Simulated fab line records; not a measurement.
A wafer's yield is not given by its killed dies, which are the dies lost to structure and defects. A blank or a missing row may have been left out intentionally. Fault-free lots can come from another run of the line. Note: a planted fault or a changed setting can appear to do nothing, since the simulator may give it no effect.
fab line records	flow n5_finfet
[record] lots = 7	wafers = 21
route steps=1938 shown DUMMY_GATE@222 SD_EPI_P@321 SD_ACTIVATION@330 HKMG_FIN@403 GATE_CUT@493 MOL_CONTACT_COAG@551 BEOL_M0_SAQP@635
start_h: hours from the record's opening day to when the first of the lot's shown wafers began	wait_h: how many hours have passed since the lot's step before this one	" the same as in the row above	L1.1+2: a single row standing in for several wafers	- value missing, or start not given	* or withheld: withheld	< > ~ a bound
route shown NAME@n: names a module that has steps shown in the file, with the first one's number in the route	usual: average and standard deviation across the fault-free wafers	same: alike in all rows	chamber/n: place in a boat	sites: each site's reading	_std_site: standard deviation across them	_edge_site: the outer-site mean with the inner-site mean subtracted	radius_mm: for every site, how far away it sits from the centre of the wafer	mask NAME#n: copy n	behind: the tool/chamber that last shaped the wafer	hold: why the lot went on hold/how many hours it stayed there/how the hold came to an end	device: transistor that didn't switch, given as n, p or np	end of line: tests of these same wafers at the route's end	step lacking rows: just its recipe	killed: count of dies lost to structure and defects at first sort (not the wafer's yield)	map: a wafer's dies, marking killed ones x, the rest . and places with no die _
set.NAME: the run value of the setting; set.NAME@STEP: its run value at that earlier step	model.NAME: the simulator's own value behind a step, which no gauge read
lots run with intentionally changed settings; tables by step, rows by wafer
[[steps]]
[step N5_DUMMY_GATE_COAT_34]
[recipe] resist = SOC	temp_c = 250	time_s = 60	spin_rpm = 1500	resist_thk_nm = 60
lot.wafer	tool	chamber	start_h	wait_h	set.spin_rpm	model.SOC_of_DUMMY_GATE_COAT_34.thk_nm
L077.1+2+3	litho_track-05	0	64.06	0.0	1500	60
L082.2+3	litho_track-03	0	92.69	0.0	1500	59.8
L082.6	"	0	"	"	1656	57
L084.3+5	litho_track-05	0	105.83	0.0	1500	59.8
L084.6	"	0	"	"	1500	59.6
L085.1+5	litho_track-05	0	119.72	0.1	1500	59.8
L085.6	"	0	"	"	1500	59.6
L087.2	litho_track-03	0	125.04	0.0	1577	58.2
L087.3+6	"	0	"	"	1500	59.6
L089.2+5	litho_track-03	0	137.19	0.0	1581	58.4
L089.6	"	0	"	"	1500	59.8
L093.2	litho_track-05	0	162.46	0.1	1587	58.6
L093.3	"	0	"	"	1500	60
L093.6	"	0	"	"	1587	58.4
[step N5_DUMMY_GATE_COAT_35]
[recipe] resist = SiARC	temp_c = 220	time_s = 60	spin_rpm = 1500	resist_thk_nm = 10
[step N5_DUMMY_GATE_COAT_28]
[recipe] resist = underlayer	temp_c = 205	time_s = 60	spin_rpm = 1500	resist_thk_nm = 10
[step N5_DUMMY_GATE_ETCH_29]
[recipe] chemistry = N2/H2	target = underlayer	target_depth_a = 130	ion_energy_ev = 200	pressure_mtorr = 30	source_w = 840	bias_w = 150	n2_flow_sccm = 200	h2_flow_sccm = 200
[step N5_DUMMY_GATE_ETCH_36]
[recipe] chemistry = CF4	target = SiARC	target_depth_a = 130	pressure_mtorr = 40	source_w = 545	bias_w = 36	Ar_flow_sccm = 100	cf4_flow_sccm = 100	ion_energy_ev = 80
[step N5_DUMMY_GATE_ETCH_37]
[recipe] chemistry = N2/H2	target = SOC	target_depth_a = 600	overetch_a = 300	temp_c = 40	ion_energy_ev = 200	pressure_mtorr = 30	source_w = 840	bias_w = 150	n2_flow_sccm = 200	h2_flow_sccm = 200
lot.wafer	tool	chamber	start_h	wait_h	set.spin_rpm@DUMMY_GATE_COAT_34	model.etch.depth_nm
L077.1	rie_diel-02	1	64.98	0.0	1500	60.09
L077.2	"	3	"	"	1500	60.01
L077.3	"	0	"	"	1500	60.07
L082.2	rie_diel-02	1	93.30	0.0	1500	59.83
L082.3	"	0	"	"	1500	59.76
L082.6	"	2	"	"	1656	57.03
L084.3	rie_diel-06	1	106.72	0.0	1500	59.74
L084.5	"	0	"	"	1500	59.85
L084.6	"	1	"	"	1500	59.65
L085.1	rie_diel-02	0	120.26	0.0	1500	59.71
L085.5	"	1	"	"	1500	59.77
L085.6	"	2	"	"	1500	59.52
L087.2	rie_diel-05	3	125.71	0.0	1577	58.21
L087.3+6	"	1,2	"	"	1500	59.68
L089.2	rie_diel-05	1	137.86	0.0	1581	58.38
L089.5	"	3	"	"	1581	58.31
L089.6	"	2	"	"	1500	59.87
L093.2	rie_diel-06	1	163.13	0.0	1587	58.56
L093.3	"	2	"	"	1500	60.02
L093.6	"	2	"	"	1587	58.37
[step N5_DUMMY_GATE_STRIP_38]
[recipe] chemistry = N2/H2	temp_c = 40	n2_flow_sccm = 200	h2_flow_sccm = 200	rf_frequency_hz = 6e+07
[step N5_DUMMY_GATE_STRIP_39]
[recipe] chemistry = N2/H2	temp_c = 40	n2_flow_sccm = 200	h2_flow_sccm = 200	rf_frequency_hz = 6e+07
[step N5_DUMMY_GATE_STRIP_40]
[recipe] chemistry = CF4	resist = SiARC	power_w = 300	bias_power_w = 75	pressure_mtorr = 50	cf4_flow_sccm = 150	rf_frequency_hz = 6e+07
[step N5_DUMMY_GATE_ETCH_31]
[recipe] chemistry = C4F6/O2	target = SiO2	mask_material = SOC	target_depth_a = 825	time_s = 27.5	ion_energy_ev = 250	pressure_mtorr = 30	source_w = 345	bias_w = 185	Ar_flow_sccm = 300	C4F6_flow_sccm = 10	O2_flow_sccm = 10
lot.wafer	tool	chamber	start_h	wait_h	set.spin_rpm@DUMMY_GATE_COAT_34	model.SOC_of_DUMMY_GATE_COAT_34.thk_nm
L077.1+3	rie_diel-06	0,1	65.25	0.0	1500	51.8
L077.2	"	3	"	"	1500	51.6
L082.2	rie_diel-06	3	93.58	0.0	1500	51.4
L082.3	"	2	"	"	1500	51.6
L082.6	"	3	"	"	1656	48.6
L084.3	rie_diel-05	0	107.00	0.0	1500	51.2
L084.5	"	2	"	"	1500	51.4
L084.6	"	1	"	"	1500	50.8
L085.1	rie_diel-05	2	120.54	0.0	1500	51.4
L085.5+6	"	1,0	"	"	1500	50.8
L087.2	rie_diel-02	1	126.18	0.2	1577	49.8
L087.3	"	3	"	"	1500	51.4
L087.6	"	3	"	"	1500	51.2
L089.2	rie_diel-05	0	138.14	0.0	1581	49.8
L089.5	"	3	"	"	1581	50.2
L089.6	"	0	"	"	1500	51.2
L093.2	rie_diel-05	3	163.40	0.0	1587	50.6
L093.3	"	0	"	"	1500	51.4
L093.6	"	3	"	"	1587	50.4
[step N5_DUMMY_GATE_STRIP_41]
[recipe] chemistry = O2	power_w = 400	temp_c = 40	pressure_mtorr = 30	rf_frequency_hz = 6e+07	bias_power_w = 0	overash_fraction = 0.3	o2_flow_sccm = 225
[step N5_DUMMY_GATE_HM_OPEN_21]
[recipe] chemistry = CH3F/O2	target = SiNx	target_depth_a = 1200	Ar_flow_sccm = 150	CH3F_flow_sccm = 30	O2_flow_sccm = 23	time_s = 171.4	pressure_mtorr = 30	source_w = 395	bias_w = 73	ion_energy_ev = 120.7
lot.wafer	tool	chamber	start_h	wait_h	set.time_s@DUMMY_GATE_PECVD_30	model.SiO2_of_DUMMY_GATE_PECVD_30.thk_nm
L077.1	rie_diel-06	0	65.34	0.0	10.8	45.4
L077.2	"	3	"	"	10.8	43.8
L077.3	"	1	"	"	10.8	44.6
L082.2	rie_diel-06	3	93.66	0.0	10.8	45.2
L082.3	"	2	"	"	10.8	45.6
L082.6	"	3	"	"	10.8	43.8
L084.3	rie_diel-05	0	107.09	0.0	9.965	38.4
L084.5	"	2	"	"	10.8	44.2
L084.6	"	1	"	"	9.965	41.2
L085.1	rie_diel-05	2	120.62	0.0	10.8	43.8
L085.5	"	1	"	"	10.8	45.4
L085.6	"	0	"	"	11.67	50.4
L087.2	rie_diel-02	1	126.26	0.0	9.189	38
L087.3	"	3	"	"	10.8	44.8
L087.6	"	3	"	"	9.189	37.6
L089.2	rie_diel-05	0	138.22	0.0	10.8	43.4
L089.5	"	3	"	"	10.18	43.6
L089.6	"	0	"	"	10.18	41.8
L093.2	rie_diel-05	3	163.49	0.0	10.8	44.6
L093.3	"	0	"	"	10.8	45.8
L093.6	"	3	"	"	9.947	41.6
[step N5_SD_EPI_P_EPI_21]
[recipe] material = SiGe:B	dopant = B	temp_c = 550	pressure_torr = 20	ambient = H2	time_s = 355
lot.wafer	tool	chamber	start_h	wait_h	set.time_s	model.SiGe-B_of_SD_EPI_P_EPI_21.thk_nm
L077.1+3	epi_rpcvd-04	0	74.20	0.1	355	61.6
L077.2	"	0	"	"	355	61.2
L082.2	epi_rpcvd-01	0	104.45	0.5	355	60.6
L082.3	"	0	"	"	332.5	57.6
L082.6	"	0	105.89	1.8	332.5	58.2
L084.3	epi_rpcvd-01	0	115.54	0.8	326.4	58.6
L084.5	"	0	"	"	355	60.6
L084.6	"	0	"	"	326.4	58.8
L085.1	epi_rpcvd-03	0	128.34	0.1	355	61.4
L085.5	"	0	129.78	1.5	355	61.2
L085.6	"	0	"	"	355	62.4
L087.2	epi_rpcvd-04	0	134.60	0.6	327.6	58.6
L087.3	"	0	"	"	355	61.8
L087.6	"	0	136.52	2.4	327.6	57.4
L089.2	epi_rpcvd-01	0	147.81	0.5	305.4	55.8
L089.5	"	0	148.89	1.5	355	61
L089.6	"	0	"	"	355	61.2
L093.2	epi_rpcvd-04	0	171.38	0.5	355	61.8
L093.3	"	0	"	"	355	60.4
L093.6	"	0	172.82	1.8	399.4	66.6
[step N5_SD_EPI_P_HM_STRIP_48]
[recipe] chemistry = H3PO4	temp_c = 160	material = SiNx	target = SiNx	target_depth_a = 30	overetch_fraction = 0.3
lot.wafer	tool	chamber	start_h	wait_h	set.time_s@SD_EPI_P_EPI_21	model.SiGe-B_of_SD_EPI_P_EPI_21.thk_nm
L077.1+3	wet_bench-06	6,5	76.44	0.0	355	61.2
L077.2	"	3	"	"	355	60.8
L082.2	wet_bench-04	0	106.32	0.0	355	60.2
L082.3	"	7	"	"	332.5	57.4
L082.6	"	6	"	"	332.5	57.8
L084.3	wet_bench-04	7	117.05	0.0	326.4	58.2
L084.5	"	0	"	"	355	60.2
L084.6	"	2	"	"	326.4	58.4
L085.1+5	wet_bench-01	4,2	130.57	0.0	355	61
L085.6	"	3	"	"	355	62.2
L087.2	wet_bench-01	0	137.07	0.0	327.6	58.2
L087.3	"	1	"	"	355	61.6
L087.6	"	5	"	"	327.6	57.2
L089.2	wet_bench-06	6	149.69	0.0	305.4	55.6
L089.5	"	3	"	"	355	60.6
L089.6	"	0	"	"	355	61
L093.2	wet_bench-06	2	173.26	0.0	355	61.4
L093.3	"	7	"	"	355	60
L093.6	"	0	"	"	399.4	66.2
[step N5_SD_EPI_P_SRD_49]
[recipe] dry = ipa_marangoni	time_s = 30	temp_c = 23	rinse_liquid = diw
[step N5_SD_EPI_P_PRECLEAN_24]
[recipe] chemistry = O3/DIW	time_s = 45	temp_c = 22	o3_ppm = 10
[step N5_SD_ACTIVATION_RTA_00]
[recipe] temp_c = 975	time_s = 0	ambient = N2	idle_temp_c = 600	ramp_up_c_per_s = 150	ramp_down_c_per_s = 60	cool_to_c = 600
[step N5_SD_ACTIVATION_LSA_01]
[recipe] temp_c = 1080	time_s = 0.0008	ambient = N2
[step N5_SD_ACTIVATION_RS_MEAS_03]
[recipe] thk_meas_gauge = four-point-probe
[usual] RS_SD_N = 21.96/0.28	RS_SD_P = 55.9/0.92
lot.wafer	tool	chamber	start_h	wait_h	set.time_s@SD_EPI_P_EPI_21	RS_SD_N[ohm/sq]	RS_SD_P[ohm/sq]
L077.1	film_metro-01	-	77.16	0.2	355	21.49	54.5
L077.2	"	-	"	"	355	21.76	54.8
L077.3	"	-	"	"	355	21.63	54.0
L082.2	film_metro-02	-	106.91	0.2	355	21.53	56.8
L082.3	"	-	"	"	332.5	21.81	60.3
L082.6	"	-	"	"	332.5	21.71	59.6
L084.3	film_metro-02	-	117.83	0.2	326.4	21.60	59.4
L084.5	"	-	"	"	355	22.14	57.3
L084.6	"	-	"	"	326.4	21.75	58.3
L085.1	film_metro-02	-	131.14	0.2	355	22.27	55.9
L085.5	"	-	"	"	355	22.37	56.3
L085.6	"	-	"	"	355	22.44	55.2
L087.2	film_metro-01	-	137.67	0.2	327.6	21.90	59.6
L087.3	"	-	"	"	355	21.81	56.4
L087.6	"	-	"	"	327.6	22.06	60.8
L089.2	film_metro-02	-	150.27	0.2	305.4	22.03	62.0
L089.5	"	-	"	"	355	21.91	56.8
L089.6	"	-	"	"	355	21.69	56.1
L093.2	film_metro-01	-	173.85	0.2	355	21.42	55.3
L093.3	"	-	"	"	355	21.89	57.2
L093.6	"	-	"	"	399.4	21.78	51.9
[step N5_HKMG_FIN_ETCH_55]
[recipe] chemistry = N2/H2	target = SOC	target_depth_a = 2400	temp_c = 40	time_s = 300	ion_energy_ev = 200	mask_material = SiARC	pressure_mtorr = 30	source_w = 840	bias_w = 150	n2_flow_sccm = 200	h2_flow_sccm = 200
lot.wafer	tool	chamber	start_h	wait_h	set.time_s	model.etch.depth_nm	model.HKMG_FIN.feature_depth_nm
L077.1	rie_diel-04	2	89.87	0.0	300	247.9	247.8
L077.2	"	0	"	"	300	245.8	245.8
L077.3	"	3	"	"	300	230.2	230.2
L082.2	rie_diel-04	3	119.90	0.0	233.6	178.5	178.6
L082.3	"	0	"	"	233.6	190.8	190.8
L082.6	"	3	"	"	300	229.3	229.4
L084.3	rie_diel-03	0	130.67	0.0	278.5	217.8	217.8
L084.5	"	0	"	"	278.5	218.2	218.2
L084.6	"	2	"	"	278.5	225.6	225.6
L085.1	rie_diel-01	1	144.88	0.0	248	203.3	203.4
L085.5	"	3	"	"	300	239.2	239.2
L085.6	"	1	"	"	300	245.8	245.8
L087.2	rie_diel-03	0	150.89	0.0	300	236.2	236.2
L087.3	"	2	"	"	300	243.9	243.8
L087.6	"	3	"	"	281.8	226.4	226.4
L089.2	rie_diel-03	1	163.80	0.0	300	254.6	254.6
L089.5	"	2	"	"	300	248.1	248
L089.6	"	3	"	"	300	242.9	242.8
L093.2	rie_diel-01	0	187.47	0.0	262.3	217	217
L093.3	"	1	"	"	262.3	216.2	216.2
L093.6	"	1	"	"	262.3	218.2	218.2
[step N5_GATE_CUT_ETCH_37]
[recipe] chemistry = N2/H2	target = SOC	target_depth_a = 600	overetch_a = 120	mask_material = SiARC	temp_c = 40	time_s = 90	ion_energy_ev = 200	pressure_mtorr = 30	source_w = 840	bias_w = 150	n2_flow_sccm = 200	h2_flow_sccm = 200
[usual] rf_vpp_V = 523/3.2
lot.wafer	tool	chamber	start_h	wait_h	set.bias_w	rf_vpp_V	model.SiARC_of_GATE_CUT_COAT_35.thk_nm
L077.1	rie_diel-06	2	102.45	0.0	150	528	6.2
L077.2	"	1	"	"	150	522	6
L077.3	"	0	"	"	150	527	6.4
L082.2	rie_diel-05	2	131.74	0.0	150	518	6
L082.3	"	0	"	"	172.4	569	4.8
L082.6	"	2	"	"	150	519	6
L084.3	rie_diel-05	1	143.28	0.0	150	520	5.8
L084.5	"	3	"	"	130.9	483	6.6
L084.6	"	0	"	"	150	520	5.6
L085.1	rie_diel-05	2	156.90	0.0	150	516	6
L085.5	"	1	"	"	150	520	5.8
L085.6	"	0	"	"	150	522	5.6
L087.2	rie_diel-06	0	162.34	0.0	150	525	6.2
L087.3	"	2	"	"	150	527	6.2
L087.6	"	2	"	"	150	526	6.2
L089.2	rie_diel-02	0	175.80	0.0	150	524	6
L089.5	"	2	"	"	150	529	6
L089.6	"	1	"	"	131.2	478	6.6
L093.2	rie_diel-06	0	199.60	0.0	150	526	6.2
L093.3	"	1	"	"	130.3	476	6.6
L093.6	"	3	"	"	150	522	5.8
[step N5_MOL_CONTACT_COAG_SPUTTER_130]
[recipe] material = Co	target_thk_a = 475	temp_c = 25	chamber_pressure_pa = 0.5	power_w = 3000
lot.wafer	tool	chamber	start_h	wait_h	set.power_w	model.Co_of_MOL_CONTACT_COAG_SPUTTER_130.thk_nm
L077.1	pvd_sputter-01	-	115.33	0.0	3000	47.8
L077.2	"	-	"	"	3000	46.6
L077.3	"	-	"	"	3000	47.6
L082.2	pvd_sputter-01	-	140.26	0.0	3000	47.4
L082.3	"	-	"	"	3286	50.6
L082.6	"	-	"	"	3286	52
L084.3	pvd_sputter-03	-	159.51	0.0	3000	47
L084.5	"	-	"	"	3190	50.8
L084.6	"	-	"	"	3190	49.6
L085.1	pvd_sputter-02	-	168.56	0.0	2785	44.2
L085.5+6	"	-	"	"	2785	44
L087.2	pvd_sputter-01	-	171.90	0.0	3000	48.2
L087.3	"	-	"	"	3000	47
L087.6	"	-	"	"	3000	47.2
L089.2	pvd_sputter-03	-	186.23	0.0	3000	47.6
L089.5	"	-	"	"	2783	44.6
L089.6	"	-	"	"	3000	49.2
L093.2	pvd_sputter-03	-	208.46	0.0	2801	45.2
L093.3	"	-	"	"	2801	44.6
L093.6	"	-	"	"	3000	47.8
[step N5_MOL_CONTACT_COAG_CVD_140]
[recipe] material = W	target_thk_a = 665	mode = selective_fill	temp_c = 300	time_s = 215
lot.wafer	tool	chamber	start_h	wait_h	set.target_thk_a	model.W_of_MOL_CONTACT_COAG_CVD_140.thk_nm
L077.1	cvd_w-02	0	123.28	0.1	665	66.4
L077.2	"	1	"	"	665	67
L077.3	"	0	"	"	665	66
L082.2	cvd_w-02	0	148.03	0.1	738.2	71.8
L082.3	"	0	"	"	738.2	73.2
L082.6	"	0	"	"	665	65.2
L084.3	cvd_w-01	0	165.90	0.1	629.2	61
L084.5	"	0	"	"	665	65
L084.6	"	1	"	"	665	65.6
L085.1	cvd_w-02	1	175.73	0.1	596.3	60.6
L085.5+6	"	1,0	"	"	665	67.2
L087.2	cvd_w-02	0	179.74	0.1	665	66.8
L087.3	"	0	"	"	665	66.6
L087.6	"	0	"	"	665	67
L089.2	cvd_w-01	0	195.04	0.1	665	65.6
L089.5	"	0	"	"	665	66.2
L089.6	"	1	"	"	665	66
L093.2+3	cvd_w-02	0	215.30	0.1	665	66.8
L093.6	"	1	"	"	665	68.4
[step N5_BEOL_M0_SAQP_PECVD_03]
[recipe] material = SiCN	target_thk_a = 120	temp_c = withheld	precursor = 3MS/NH3	pressure_torr = 3	rf_w = 202	time_s = 21.1
lot.wafer	tool	chamber	start_h	wait_h	set.time_s	model.SiCN_of_BEOL_M0_SAQP_PECVD_03.thk_nm
L077.1	pecvd-04	2	130.64	0.1	21.1	12
L077.2+3	"	1,0	"	"	21.1	11.6
L082.2	pecvd-04	0	156.35	0.1	21.1	11.8
L082.3	"	2	"	"	23.79	13.6
L082.6	"	2	"	"	21.1	12.2
L084.3	pecvd-04	1	170.50	0.1	23.75	13
L084.5	"	2	"	"	23.75	13.6
L084.6	"	1	"	"	23.75	13.2
L085.1	pecvd-02	0	180.52	0.1	21.1	12
L085.5	"	0	"	"	21.1	12.2
L085.6	"	1	"	"	21.1	12.4
L087.2+3	pecvd-03	2,0	187.81	0.1	21.1	11.8
L087.6	"	0	"	"	21.1	12
L089.2	pecvd-04	0	199.24	0.1	21.89	12.4
L089.5	"	2	"	"	21.1	12.4
L089.6	"	1	"	"	21.1	11.8
L093.2	pecvd-04	1	221.39	0.1	19.5	10.8
L093.3	"	0	"	"	21.1	12
L093.6	"	2	"	"	21.1	11.8
[[key]]
[split] step = N5_DUMMY_GATE_COAT_34	setting = spin_rpm	stated = 1500	by = wafer
[response] step = N5_DUMMY_GATE_COAT_34	reading = model.SOC_of_DUMMY_GATE_COAT_34.thk_nm	change = -0.266	per = 1%	r = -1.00
[response] step = N5_DUMMY_GATE_ETCH_37	reading = model.etch.depth_nm	change = -0.272	per = 1%	r = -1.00
[response] step = N5_DUMMY_GATE_ETCH_31	reading = model.SOC_of_DUMMY_GATE_COAT_34.thk_nm	change = -0.251	per = 1%	r = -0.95
[split] step = N5_SD_EPI_P_EPI_21	setting = time_s	stated = 355	by = wafer
[response] step = N5_SD_EPI_P_EPI_21	reading = model.SiGe-B_of_SD_EPI_P_EPI_21.thk_nm	change = +0.396	per = 1%	r = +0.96
[response] step = N5_SD_EPI_P_HM_STRIP_48	reading = model.SiGe-B_of_SD_EPI_P_EPI_21.thk_nm	change = +0.394	per = 1%	r = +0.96
[response] step = N5_SD_ACTIVATION_RS_MEAS_03	reading = RS_SD_P	change = -0.374	per = 1%	r = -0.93
[split] step = N5_HKMG_FIN_ETCH_55	setting = time_s	stated = 300	by = wafer
[response] step = N5_HKMG_FIN_ETCH_55	reading = model.etch.depth_nm	change = +2.12	per = 1%	r = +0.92
[response] step = N5_HKMG_FIN_ETCH_55	reading = model.HKMG_FIN.feature_depth_nm	change = +2.12	per = 1%	r = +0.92
[split] step = N5_GATE_CUT_ETCH_37	setting = bias_w	stated = 150	by = wafer
[response] step = N5_GATE_CUT_ETCH_37	reading = rf_vpp_V	change = +3.47	per = 1%	r = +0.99
[response] step = N5_GATE_CUT_ETCH_37	reading = model.SiARC_of_GATE_CUT_COAT_35.thk_nm	change = -0.0627	per = 1%	r = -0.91
[split] step = N5_MOL_CONTACT_COAG_SPUTTER_130	setting = power_w	stated = 3000	by = wafer
[response] step = N5_MOL_CONTACT_COAG_SPUTTER_130	reading = model.Co_of_MOL_CONTACT_COAG_SPUTTER_130.thk_nm	change = +0.458	per = 1%	r = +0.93
[split] step = N5_MOL_CONTACT_COAG_CVD_140	setting = target_thk_a	stated = 665	by = wafer
[response] step = N5_MOL_CONTACT_COAG_CVD_140	reading = model.W_of_MOL_CONTACT_COAG_CVD_140.thk_nm	change = +0.668	per = 1%	r = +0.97
[split] step = N5_BEOL_M0_SAQP_PECVD_03	setting = time_s	stated = 21.1	by = wafer
[response] step = N5_BEOL_M0_SAQP_PECVD_03	reading = model.SiCN_of_BEOL_M0_SAQP_PECVD_03.thk_nm	change = +0.128	per = 1%	r = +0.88
split outside_this_file step=N5_DUMMY_GATE_PECVD_30 setting=time_s
// split outside_this_file: this setting was split too, and the file shows its column; the key of that split is in another file
